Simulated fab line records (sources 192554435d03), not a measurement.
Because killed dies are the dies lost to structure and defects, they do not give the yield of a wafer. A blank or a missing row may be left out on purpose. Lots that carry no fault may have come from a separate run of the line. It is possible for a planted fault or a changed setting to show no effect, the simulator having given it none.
Chamber matching ; flow n5_finfet ; rie_diel-06 running N5_BEOL_M7_STRIP_67: 4 sister chambers
The step strips in CF4. 8 wafers are shown with their chamber, then 10 later ones without.

WAFERS PAIRED WITH THEIR CHAMBERS
wafer;chamber;throttle_valve_pct (%);oes_product_au (a.u.)
L080.5;1;13.07;0.98
L083.3;0;13.26;0.92
L083.5;2;13.90;0.70
L086.1;1;13.09;0.95
L086.2;3;13.31;0.83
L086.3;2;13.92;0.70
L086.4;0;13.29;0.90
L086.5;3;13.31;0.83

WAFERS WITHOUT THEIR CHAMBER
wafer;throttle_valve_pct (%);oes_product_au (a.u.)
L086.6;13.92;0.69
L088.3;13.09;0.95
L088.4;13.34;0.83
L088.6;13.09;0.95
L089.3;13.34;0.82
L089.4;13.94;0.70
L089.6;13.30;0.88
L097.2;13.36;0.85
L097.4;13.14;0.90
L097.6;13.40;0.79

WHICH CHAMBER EACH WENT THROUGH
wafer;from the rows above;in truth
L086.6;2;2
L088.3;1;1
L088.4;3;3
L088.6;1;1
L089.3;3;3
L089.4;2;2
L089.6;can't be placed: 0 or 3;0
L097.2;3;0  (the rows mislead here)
L097.4;1;1
L097.6;3;3
Correct placement for 8 of the 10. Cannot be placed on the basis of these rows: 1; the candidates contain the true chamber in 1. Number placed wrongly: 1.
How it was worked out, from the rows above alone: a wafer's distance from a chamber is the root of the sum, over the readings, of the square of ((its reading less the chamber's mean) divided by the reading's scatter). If the next closest chamber is less than 2 further off than the closest, the wafer can't be placed; otherwise it belongs to the closest. Each chamber's mean is taken over the wafers shown for it. The scatter: the root of (the sum of the squares of (reading less its chamber's mean) over the shown wafers, divided by (wafers less chambers)).
